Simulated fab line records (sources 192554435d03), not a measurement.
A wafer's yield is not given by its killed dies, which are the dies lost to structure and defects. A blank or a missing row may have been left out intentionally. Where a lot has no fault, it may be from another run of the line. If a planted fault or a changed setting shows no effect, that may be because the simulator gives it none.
fab line records | flow n5_finfet
record: lots: 7 | wafers: 39
route steps=1938 shown BEOL_M14@1770 PASSIVATION@1916
start_h: hours from the record's first day to the start of the lot's first wafer shown | wait_h: time in hours since the lot's previous step | " as in the row above | L1.1+2: a single row standing in for several wafers | - value missing, or start not given | * or withheld: withheld | < > ~ a bound
route shown NAME@n: names a module that has steps shown in the file, with the first one's number in the route | usual: mean and standard deviation over wafers with no fault | same: alike in all rows | chamber/n: place in a boat | sites: each site's reading | _std_site: their standard deviation | _edge_site: outer sites' mean less inner sites' | radius_mm: how far each site lies from the wafer's centre | mask NAME#n: copy n | behind: the tool/chamber that last shaped the wafer | hold: why the lot was held/for how many hours/how that ended | device: the n, p or np transistor that did not switch | end of line: the tests these same wafers got at the end of their route | step lacking rows: just its recipe | killed: dies that structure and defects cost at the first sort, which is not the same as the wafer's yield | map: the dies of a wafer, with x for killed, . for not killed, _ for no die there
set.NAME: the setting the step ran with; set.NAME@STEP: the setting that earlier step ran with | model.NAME: the simulator's own value behind a step, which no gauge read
lots with deliberately changed settings; one table per step, one row per wafer
== steps ==
step: N5_BEOL_M14_DEP_53
recipe: material: SiCN | target_thk_a: 500 | temp_c: withheld | precursor: 3MS/NH3 | pressure_torr: 3 | rf_w: 675 | time_s: 17.8
lot.wafer | tool     | chamber | start_h | wait_h | set.target_thk_a | model.SiCN_of_BEOL_M14_DEP_53.thk_nm
L075.1    | pecvd-03 | 0       | 260.86  | 0.0    | 500              | 49.6
L075.2    | "        | 2       | "       | "      | 500              | 49.4
L075.3    | "        | 1       | "       | "      | 311.9            | 29.8
L075.4    | "        | 0       | "       | "      | 500              | 50.4
L075.5    | "        | 1       | "       | "      | 311.9            | 30
L075.6    | "        | 2       | "       | "      | 311.9            | 31
L077.1    | pecvd-01 | 0       | 268.15  | 0.1    | 500              | 49.8
L077.2    | "        | 0       | "       | "      | 264.6            | 27
L077.3    | "        | 0       | "       | "      | 264.6            | 26.4
L077.4    | "        | 0       | "       | "      | 264.6            | 26.8
L077.5    | "        | 0       | "       | "      | 500              | 50
L077.6    | "        | 0       | "       | "      | 500              | 50.2
L078.3    | pecvd-01 | 2       | 288.00  | 0.0    | 500              | 50.4
L078.4    | "        | 0       | "       | "      | 500              | 49.8
L078.6    | "        | 0       | "       | "      | 500              | 50
L079.1+5  | pecvd-03 | 2,1     | 298.93  | 0.0    | 500              | 49
L079.2    | "        | 0       | "       | "      | 500              | 49.4
L079.3    | "        | 1       | "       | "      | 500              | 47.6
L079.4    | "        | 0       | "       | "      | 500              | 50.6
L079.6    | "        | 2       | "       | "      | 500              | 50
L084.1+2  | pecvd-02 | 0,1     | 319.87  | 0.0    | 788.4            | 78.6
L084.3    | "        | 2       | "       | "      | 788.4            | 78.4
L084.4+6  | "        | 2,0     | "       | "      | 500              | 50.2
L084.5    | "        | 1       | "       | "      | 500              | 50.8
L092.1    | pecvd-02 | 0       | 367.29  | 0.0    | 500              | 49.6
L092.2    | "        | 1       | "       | "      | 260.3            | 27.6
L092.3    | "        | 2       | "       | "      | 500              | 50
L092.4    | "        | 2       | "       | "      | 260.3            | 27
L092.5    | "        | 0       | "       | "      | 260.3            | 26.4
L092.6    | "        | 1       | "       | "      | 500              | 51
L097.1    | pecvd-02 | 1       | 398.20  | 0.0    | 500              | 50.4
L097.2+5  | "        | 2,0     | "       | "      | 608.7            | 61
L097.3    | "        | 0       | "       | "      | 500              | 49.2
L097.4    | "        | 2       | "       | "      | 500              | 51.2
L097.6    | "        | 1       | "       | "      | 608.7            | 62.2
step: N5_PASSIVATION_PECVD_35
recipe: material: SiNx | target_thk_a: 7000 | temp_c: 400 | precursor: SiH4/NH3/N2 | pressure_torr: 4.9 | rf_w: 1406 | time_s: 151.3
lot.wafer | tool     | chamber | start_h | wait_h | set.time_s | model.SiNx_of_PASSIVATION_PECVD_35.thk_nm
L075.1    | pecvd-02 | 1       | 277.01  | 0.1    | 80.55      | 357.4
L075.2    | "        | 0       | "       | "      | 80.55      | 359
L075.3    | "        | 2       | "       | "      | 151.3      | 679.6
L075.4    | "        | 2       | "       | "      | 151.3      | 694.8
L075.5    | "        | 0       | "       | "      | 151.3      | 697
L075.6    | "        | 1       | "       | "      | 80.55      | 361.2
L077.1    | pecvd-04 | 0       | 288.20  | 0.1    | 151.3      | 689.6
L077.2    | "        | 1       | "       | "      | 151.3      | 691.8
L077.3    | "        | 2       | "       | "      | 80.65      | 363
L077.4    | "        | 1       | "       | "      | 151.3      | 697.8
L077.5    | "        | 0       | "       | "      | 80.65      | 389.4
L077.6    | "        | 2       | "       | "      | 80.65      | 381.8
L078.3    | pecvd-01 | 0       | 304.09  | 0.1    | 151.3      | 701.8
L078.4    | "        | 2       | "       | "      | 151.3      | 722
L078.6    | "        | 0       | "       | "      | 151.3      | 729.6
L079.1    | pecvd-01 | 0       | 317.31  | 0.1    | 65.24      | 298.4
L079.2    | "        | 1       | "       | "      | 65.24      | 294
L079.3    | "        | 2       | "       | "      | 151.3      | 696.8
L079.4    | "        | 0       | "       | "      | 151.3      | 698.2
L079.5    | "        | 1       | "       | "      | 151.3      | 703.4
L079.6    | "        | 2       | "       | "      | 65.24      | 312.2
L084.1    | pecvd-04 | 1       | 335.62  | 0.1    | 151.3      | 686
L084.2    | "        | 2       | "       | "      | 151.3      | 695.6
L084.3    | "        | 0       | "       | "      | 151.3      | 700.6
L084.4    | "        | 0       | "       | "      | 151.3      | 709.2
L084.5    | "        | 1       | "       | "      | 151.3      | 696
L084.6    | "        | 2       | "       | "      | 151.3      | 702.2
L092.1    | pecvd-01 | 1       | 383.93  | 0.1    | 114.3      | 510
L092.2    | "        | 2       | "       | "      | 151.3      | 701.4
L092.3    | "        | 0       | "       | "      | 151.3      | 692
L092.4    | "        | 0       | "       | "      | 151.3      | 700
L092.5    | "        | 1       | "       | "      | 114.3      | 531
L092.6    | "        | 2       | "       | "      | 114.3      | 536.8
L097.1    | pecvd-04 | 2       | 426.15  | 0.1    | 195.5      | 893.6
L097.2    | "        | 0       | "       | "      | 195.5      | 905.8
L097.3    | "        | 1       | "       | "      | 151.3      | 679.4
L097.4    | "        | 1       | "       | "      | 151.3      | 690.2
L097.5    | "        | 0       | "       | "      | 195.5      | 918.6
L097.6    | "        | 2       | "       | "      | 151.3      | 696.8
== key ==
split: step: N5_BEOL_M14_DEP_53 | setting: target_thk_a | stated: 500 | by: wafer
response: step: N5_BEOL_M14_DEP_53 | reading: model.SiCN_of_BEOL_M14_DEP_53.thk_nm | change: +0.494 | per: 1% | r: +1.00
split: step: N5_PASSIVATION_PECVD_35 | setting: time_s | stated: 151.3 | by: wafer
response: step: N5_PASSIVATION_PECVD_35 | reading: model.SiNx_of_PASSIVATION_PECVD_35.thk_nm | change: +7 | per: 1% | r: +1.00
